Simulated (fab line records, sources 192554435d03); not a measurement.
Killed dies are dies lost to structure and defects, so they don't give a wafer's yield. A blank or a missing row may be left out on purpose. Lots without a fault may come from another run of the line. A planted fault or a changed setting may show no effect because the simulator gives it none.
Chamber matching | flow n5_finfet | N5_BEOL_M0_CO_CAP_123 on cvd_co-01: 3 sister chambers
The step material Co, precursor CCTBA/H2, target thk 2 nm, time 102.1 s. 6 wafers are shown with their chamber, then 8 later ones without.

WAFERS WITH THEIR CHAMBER
wafer  | chamber | heater_power_w (W)
L570.3 | 2       | 229
L572.4 | 1       | 233
L573.4 | 2       | 238
L573.5 | 1       | 232
L573.6 | 0       | 217
L583.2 | 0       | 220

WAFERS WITHOUT THEIR CHAMBER
wafer  | heater_power_w (W)
L583.5 | 229
L583.6 | 213
L584.1 | 229
L584.4 | 230
L584.6 | 226
L586.1 | 232
L586.2 | 228
L586.6 | 236

WHICH CHAMBER EACH WENT THROUGH
wafer  | from the rows above          | in truth
L583.5 | can't be placed: 1 or 2 or 0 | 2
L583.6 | 0                            | 0
L584.1 | can't be placed: 1 or 2 or 0 | 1
L584.4 | can't be placed: 1 or 2      | 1
L584.6 | can't be placed: 1 or 0 or 2 | 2
L586.1 | can't be placed: 1 or 2      | 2
L586.2 | can't be placed: 1 or 2 or 0 | 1
L586.6 | can't be placed: 2 or 1      | 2
Placed correctly: 1 of 8. Can't be placed from these rows: 7 (the true chamber is among the candidates in 7). Placed wrongly: 0.
How it was worked out, from the rows above alone: a wafer's distance from a chamber is the root of the sum, over the readings, of the square of ((its reading less the chamber's mean) divided by the reading's scatter). The wafer belongs to the nearest chamber; if the next one is less than 2 further off, it can't be placed. A chamber's mean is the mean of its shown wafers. The scatter: the root of (the sum of the squares of (reading less its chamber's mean) over the shown wafers, divided by (wafers less chambers)).
